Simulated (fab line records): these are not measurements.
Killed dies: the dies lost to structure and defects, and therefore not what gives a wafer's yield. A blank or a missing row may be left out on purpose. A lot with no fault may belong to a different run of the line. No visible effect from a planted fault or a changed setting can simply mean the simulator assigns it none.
What tool caused it? | flow n5-finfet | 29 wafers from 10 lots sampled at 5 of the route's 1938 steps

== WHAT EACH GAUGE READ, for each wafer ==
N5_BEOL_M4_RC_MEAS_101.
lot  | measured     | on        | DIBL_N (mV/V)  | DIBL_P (mV/V) | IOFF_N (nA/um) | IOFF_P (nA/um) | ION_N (uA/um) | ION_P (uA/um) | SS_N (mV/dec)  | SS_P (mV/dec)  | VT_N (mV)   | VT_P (mV)
L751 | day 10 20:59 | prober-02 | 35.1 39.1 37.9 | 34 39 37      | 0.13 0.20 0.18 | 0.21 0.28 0.25 | 659 675 673   | 461 466 465   | 70.7 72.3 71.7 | 72.9 73.6 73.7 | 250 248 248 | -249 -246 -245
L752 | day 12 07:51 | prober-01 | 33.3 34.5      | 35 36         | 0.12 0.13      | 0.19 0.23      | 655 664       | 460 464       | 70.6 70.5      | 73.0 72.7      | 254 249     | -250 -244
L754 | day 11 20:04 | prober-01 | 39.1 38.2 36.7 | 42 40 39      | 0.22 0.20 0.19 | 0.29 0.26 0.26 | 686 679 695   | 468 465 481   | 72.3 72.0 71.3 | 74.4 73.7 73.7 | 246 248 244 | -246 -246 -246
L753 | day 12 02:29 | prober-01 | 36.3 33.2 36.7 | 33 30 35      | 0.14 0.10 0.14 | 0.18 0.15 0.21 | 650 672 682   | 449 459 470   | 71.9 71.6 72.0 | 72.9 72.3 73.0 | 254 255 253 | -250 -253 -250
L757 | day 12 13:42 | prober-02 | 35.9 31.9 35.3 | 36 31 34      | 0.16 0.10 0.16 | 0.18 0.13 0.17 | 671 663 670   | 449 451 453   | 71.5 69.7 70.8 | 74.0 72.0 72.7 | 248 252 246 | -250 -256 -255
L763 | day 13 09:17 | prober-02 | 34.9 35.4 34.2 | 35 33 33      | 0.13 0.13 0.11 | 0.20 0.17 0.15 | 682 662 648   | 472 458 444   | 71.0 71.3 70.2 | 73.2 72.0 72.0 | 253 251 257 | -250 -255 -256
L764 | day 15 08:49 | prober-02 | 37.5 32.3 33.1 | 37 30 31      | 0.18 0.11 0.11 | 0.23 0.14 0.15 | 666 656 658   | 457 448 453   | 72.6 70.9 71.1 | 73.9 71.3 72.1 | 248 255 252 | -250 -256 -254
L769 | day 15 19:40 | prober-02 | 36.0 34.3 38.8 | 35 33 39      | 0.16 0.15 0.24 | 0.22 0.20 0.29 | 669 670 688   | 460 459 464   | 71.3 71.2 72.0 | 72.8 72.3 73.4 | 248 248 243 | -247 -248 -247
L773 | day 16 04:26 | prober-02 | 39.9 36.0 35.4 | 39 34 33      | 0.22 0.14 0.13 | 0.24 0.17 0.17 | 707 661 670   | 474 450 460   | 72.3 70.8 70.4 | 74.2 73.0 72.0 | 244 250 251 | -250 -252 -248
L774 | day 17 10:15 | prober-01 | 37.5 40.1 37.4 | 39 42 38      | 0.20 0.24 0.19 | 0.25 0.29 0.24 | 683 679 681   | 463 461 466   | 72.7 72.7 72.0 | 73.3 74.2 73.7 | 246 246 247 | -248 -248 -247

== WHICH TOOL RAN EACH LOT (tool, then ch and the chambers of the sampled wafers, then the start) ==
lot  | N5_BEOL_M1_SPUTTER_94        | N5_BEOL_M1_ANNEAL_95         | N5_BEOL_M2_HM_DEP_02         | N5_BEOL_M2_COAT_62
L751 | pvd-sputter-03, day 8 06:33  | pvd-sputter-03, day 8 06:38  | pvd-sputter-02, day 8 08:04  | litho-track-04 ch 0, day 8 08:11
L752 | pvd-sputter-01, day 8 06:46  | pvd-sputter-01, day 8 06:50  | pvd-sputter-01, day 8 08:59  | litho-track-04 ch 0, day 8 09:07
L754 | pvd-sputter-02, day 8 09:42  | pvd-sputter-02, day 8 09:47  | pvd-sputter-02, day 8 11:50  | litho-track-04 ch 0, day 8 11:58
L753 | pvd-sputter-03, day 8 10:28  | pvd-sputter-03, day 8 10:33  | pvd-sputter-02, day 8 12:23  | litho-track-04 ch 0, day 8 12:31
L757 | pvd-sputter-02, day 9 08:13  | pvd-sputter-02, day 9 08:18  | pvd-sputter-02, day 9 12:04  | litho-track-02 ch 0, day 9 12:11
L763 | pvd-sputter-02, day 9 15:12  | pvd-sputter-02, day 9 15:17  | pvd-sputter-03, day 9 17:50  | litho-track-04 ch 0, day 9 17:58
L764 | pvd-sputter-01, day 10 14:04 | pvd-sputter-01, day 10 14:09 | pvd-sputter-02, day 10 15:40 | litho-track-04 ch 0, day 10 15:47
L769 | pvd-sputter-01, day 11 14:44 | pvd-sputter-01, day 11 14:49 | pvd-sputter-03, day 11 19:16 | litho-track-02 ch 0, day 11 19:23
L773 | pvd-sputter-02, day 11 22:36 | pvd-sputter-02, day 11 22:41 | pvd-sputter-01, day 12 01:58 | litho-track-02 ch 0, day 12 02:05
L774 | pvd-sputter-03, day 12 10:22 | pvd-sputter-03, day 12 10:26 | pvd-sputter-01, day 12 12:31 | litho-track-05 ch 0, day 12 12:38
- N5_BEOL_M1_SPUTTER_94: material Cu, target thk 4.5 nm, time 8.29 s.
- N5_BEOL_M1_ANNEAL_95: time 240 s.
- N5_BEOL_M2_HM_DEP_02: deposits TiN, target thk 20 nm.
- N5_BEOL_M2_COAT_62: time 60 s, resist thk 12 nm.

== AS READ BY THE TOOLS THEMSELVES (means over the sampled wafers that have a number; for cases with no such wafer, the mark the record gives instead) ==
N5_BEOL_M1_SPUTTER_94.
lot  | tool           | chamber-pressure-pa (Pa) | chuck-sensor-temp-C (C) | throttle-valve-pct (%)
L751 | pvd-sputter-03 | 0.07                     | -16.3                   | 30.0
L752 | pvd-sputter-01 | 0.07                     | -16.2                   | 30.0
L754 | pvd-sputter-02 | 0.07                     | -15.8                   | 29.9
L753 | pvd-sputter-03 | 0.07                     | -16.7                   | 30.7
L757 | pvd-sputter-02 | 0.07                     | -15.9                   | 30.0
L763 | pvd-sputter-02 | 0.07                     | -16.0                   | 29.8
L764 | pvd-sputter-01 | 0.07                     | -16.0                   | 29.7
L769 | pvd-sputter-01 | 0.07                     | -16.0                   | 29.6
L773 | pvd-sputter-02 | 0.07                     | -16.1                   | 30.0
L774 | pvd-sputter-03 | 0.07                     | -16.5                   | 29.2

N5_BEOL_M1_ANNEAL_95.
lot  | tool           | heater-power-w (W)
L751 | pvd-sputter-03 | 767
L752 | pvd-sputter-01 | 759
L754 | pvd-sputter-02 | 746
L753 | pvd-sputter-03 | 792
L757 | pvd-sputter-02 | 783
L763 | pvd-sputter-02 | 752
L764 | pvd-sputter-01 | 878
L769 | pvd-sputter-01 | 842
L773 | pvd-sputter-02 | 758
L774 | pvd-sputter-03 | 733

N5_BEOL_M2_HM_DEP_02.
lot  | tool           | chamber-pressure-pa (Pa) | throttle-valve-pct (%)
L751 | pvd-sputter-02 | 0.4995                   | 29.9
L752 | pvd-sputter-01 | 0.5003                   | 29.7
L754 | pvd-sputter-02 | 0.4992                   | 30.1
L753 | pvd-sputter-02 | 0.5006                   | 29.6
L757 | pvd-sputter-02 | 0.5003                   | 29.8
L763 | pvd-sputter-03 | 0.5002                   | 29.7
L764 | pvd-sputter-02 | 0.4994                   | 29.9
L769 | pvd-sputter-03 | 0.4998                   | 29.4
L773 | pvd-sputter-01 | 0.4989                   | 30.4
L774 | pvd-sputter-01 | 0.5004                   | 30.6

N5_BEOL_M2_COAT_62.
lot  | tool           | dispense-pressure-kPa (kPa) | heater-power-total-W (W) | resist-line-temp-C (C) | spin-speed-rpm (rpm)
L751 | litho-track-04 | 52.8                        | 426.1                    | 22.98                  | 1499.3
L752 | litho-track-04 | 52.8                        | 426.9                    | 22.92                  | 1499.0
L754 | litho-track-04 | 52.7                        | 427.0                    | 22.83                  | 1499.6
L753 | litho-track-04 | 52.7                        | 428.1                    | 23.15                  | 1500.6
L757 | litho-track-02 | 46.9                        | 426.0                    | 23.11                  | 1500.5
L763 | litho-track-04 | 52.8                        | 427.2                    | 22.96                  | 1546.1
L764 | litho-track-04 | 52.8                        | 427.3                    | 22.91                  | 1546.0
L769 | litho-track-02 | 46.9                        | 426.6                    | 23.07                  | 1500.5
L773 | litho-track-02 | 46.9                        | 428.0                    | 22.96                  | 1499.3
L774 | litho-track-05 | 47.7                        | 428.8                    | 23.05                  | 1500.3

== THE ANSWER, worked out from the rows above alone ==
Rule: what is usual is taken from the lots themselves. The widest of any qualifying gaps counts: lots, ordered by their means at a reading, are off when they make up no more than a third of the lots, leave a main group of 4 or more, and stand apart from it by 3 or more times the standard deviation of that group's means. A main group is skipped when, at the precision printed for the reading in the tables above, its means are all equal. Also off: a lot with no number at a reading for which 4 or more lots have one. All remaining lots with rows at the step are treated as sound. First the gauges in route order, then the tools' own readings, where a lot's mean is used as printed above. The first step at which some lot is off is used, and at that step the reading that is off furthest; a lot without a number counts as furthest.
Off: L763, L764 (N5_BEOL_M2_COAT_62, spin-speed-rpm). For the main group the mean is 1499.9 rpm and the standard deviation 0.61.
If a tool, at that step or one of the process steps before it, ran each lot that is off and ran no sound lot following the first of them, it fits. One fits: litho-track-04 at N5_BEOL_M2_COAT_62. Its last sound lot is L753 (day 8 12:31), its first lot that is off L763 (day 9 17:58): a fault that began between those two fits.
On the lots that are off, the tool's own readings at N5_BEOL_M2_COAT_62 differ by more than 5 times the standard deviation of the sound lots' means, which bears it out; spin-speed-rpm reads 1546.0 rpm there versus 1499.9 rpm on the sound lots.

== WHAT THE SIMULATOR HAD INSERTED ==
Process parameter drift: litho-track-04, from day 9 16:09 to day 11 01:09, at N5_BEOL_M2_COAT_62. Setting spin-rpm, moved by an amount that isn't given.
Lots struck among those shown: L763, L764. The rule given above showed the same thing.
